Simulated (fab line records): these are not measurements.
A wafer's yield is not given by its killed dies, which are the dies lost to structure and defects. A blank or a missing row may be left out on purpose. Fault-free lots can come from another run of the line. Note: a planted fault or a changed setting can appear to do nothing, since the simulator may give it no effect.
Which tool did it? + flow nand-harc + 13 lots, 39 wafers sampled, at 3 steps of a route of 1302

## WHAT THE GAUGES SHOWED, per wafer
NHARC_P_BONDPAD_CD_MEAS_09: target cd 500 nm. Usual: cd-nm reads 501.1 nm (standard deviation 2.1).
| lot  | measured     | on        | cd-nm (nm)        | flag |
|------|--------------|-----------|-------------------|------|
| L763 | day 7 05:38  | cd-sem-03 | 498.1 499.9 500.7 |      |
| L764 | day 7 06:00  | cd-sem-03 | 503.8 504.1 500.5 |      |
| L765 | day 7 20:28  | cd-sem-01 | 503.3 500.2 502.2 |      |
| L766 | day 8 06:09  | cd-sem-02 | 499.8 498.1 504.3 |      |
| L777 | day 12 15:00 | cd-sem-01 | 501.6 502.2 499.4 |      |
| L775 | day 12 16:37 | cd-sem-01 | 505.6 500.7 499.2 |      |
| L778 | day 13 05:43 | cd-sem-03 | 500.1 499.4 500.8 |      |
| L779 | day 13 12:42 | cd-sem-01 | 501.6 501.9 500.1 |      |
| L780 | day 14 01:26 | cd-sem-03 | 503.0 504.5 501.5 |      |
| L781 | day 14 07:29 | cd-sem-03 | 500.8 499.1 501.8 |      |
| L783 | day 15 10:35 | cd-sem-01 | 500.7 502.3 503.8 |      |
| L784 | day 15 16:31 | cd-sem-01 | 502.7 502.5 501.0 |      |
| L785 | day 16 00:32 | cd-sem-02 | 496.8 497.1 498.0 |      |

NHARC_P_BONDPAD_OVL_MEAS_38. Usual: overlay-x-nm 0 nm, standard deviation 5.4; overlay-y-nm -1 nm, standard deviation 5.7.
| lot  | measured     | on         | overlay-x-nm (nm) | overlay-y-nm (nm) | flag |
|------|--------------|------------|-------------------|-------------------|------|
| L763 | day 7 05:44  | overlay-01 | -12 -12 -12       | 7 7 7             |      |
| L764 | day 7 06:05  | overlay-02 | 6 7 6             | 1 2 1             |      |
| L765 | day 7 20:33  | overlay-02 | 9 9 8             | 5 5 5             |      |
| L766 | day 8 06:14  | overlay-01 | 2 1 1             | -3 -4 -3          |      |
| L777 | day 12 15:05 | overlay-02 | -1 -1 -1          | 2 2 2             |      |
| L775 | day 12 16:42 | overlay-02 | -2 -1 -2          | -9 -10 -10        |      |
| L778 | day 13 05:49 | overlay-02 | -10 -10 -10       | -8 -8 -8          |      |
| L779 | day 13 12:47 | overlay-02 | 5 5 4             | -1 0 0            |      |
| L780 | day 14 01:31 | overlay-02 | -5 -5 -5          | -2 -1 -2          |      |
| L781 | day 14 07:34 | overlay-02 | 6 6 6             | 3 3 4             |      |
| L783 | day 15 10:41 | overlay-01 | 3 3 4             | 0 1 1             |      |
| L784 | day 15 16:37 | overlay-01 | -2 -2 -1          | -11 -11 -11       |      |
| L785 | day 16 00:38 | overlay-02 | 4 4 4             | -1 -1 -1          |      |

## WHICH TOOL RAN EACH LOT (tool, then ch and the chambers of the sampled wafers, then the start)
| lot  | NHARC_P_M2_DEP_33               |
|------|---------------------------------|
| L763 | pecvd-02 ch 0,2, day 7 04:03    |
| L764 | pecvd-01 ch 1,2, day 7 04:23    |
| L765 | pecvd-03 ch 0,2, day 7 18:43    |
| L766 | pecvd-02 ch 0,2, day 8 04:31    |
| L777 | pecvd-03 ch 0,2, day 12 13:26   |
| L775 | pecvd-03 ch 0,1, day 12 15:05   |
| L778 | pecvd-02 ch 0,1, day 13 04:04   |
| L779 | pecvd-03 ch 0,1,2, day 13 11:11 |
| L780 | pecvd-03 ch 0,1,2, day 13 23:49 |
| L781 | pecvd-03 ch 2, day 14 05:47     |
| L783 | pecvd-01 ch 0,1,2, day 15 09:02 |
| L784 | pecvd-03 ch 0,1,2, day 15 15:03 |
| L785 | pecvd-02 ch 0,1, day 15 22:55   |
- NHARC_P_M2_DEP_33: deposits SiCN, target thk 30 nm.

## AS READ BY THE TOOLS THEMSELVES (means over the sampled wafers that have a number; for cases with no such wafer, the mark the record gives instead)
NHARC_P_M2_DEP_33. Usual: heater-power-w reads 535 W (standard deviation 81).
| lot  | tool     | heater-power-w (W) | flag |
|------|----------|--------------------|------|
| L763 | pecvd-02 | 534                |      |
| L764 | pecvd-01 | 548                |      |
| L765 | pecvd-03 | 457                |      |
| L766 | pecvd-02 | 442                |      |
| L777 | pecvd-03 | 467                |      |
| L775 | pecvd-03 | 513                |      |
| L778 | pecvd-02 | 470                |      |
| L779 | pecvd-03 | 528                |      |
| L780 | pecvd-03 | 558                |      |
| L781 | pecvd-03 | 491                |      |
| L783 | pecvd-01 | 544                |      |
| L784 | pecvd-03 | 559                |      |
| L785 | pecvd-02 | 496                |      |

## THE ANSWER, worked out from the rows above alone
Rule: take the mean of a lot's wafers that have a number; if it is more than 3 standard deviations from the usual mean, the lot is off. A lot without any number at a reading at which 4 lots or more have one is off too. Any other lot the step has rows for is counted as sound. After the gauges, taken in route order, come the tools' own readings; for these a lot's mean is taken, as printed above. The first step at which some lot is off is used, and at that step the reading that is off furthest; a lot without a number counts as furthest.
Across all readings shown, no lot is off: no conclusion can be drawn from this.

## WHAT THE SIMULATOR HAD PUT IN
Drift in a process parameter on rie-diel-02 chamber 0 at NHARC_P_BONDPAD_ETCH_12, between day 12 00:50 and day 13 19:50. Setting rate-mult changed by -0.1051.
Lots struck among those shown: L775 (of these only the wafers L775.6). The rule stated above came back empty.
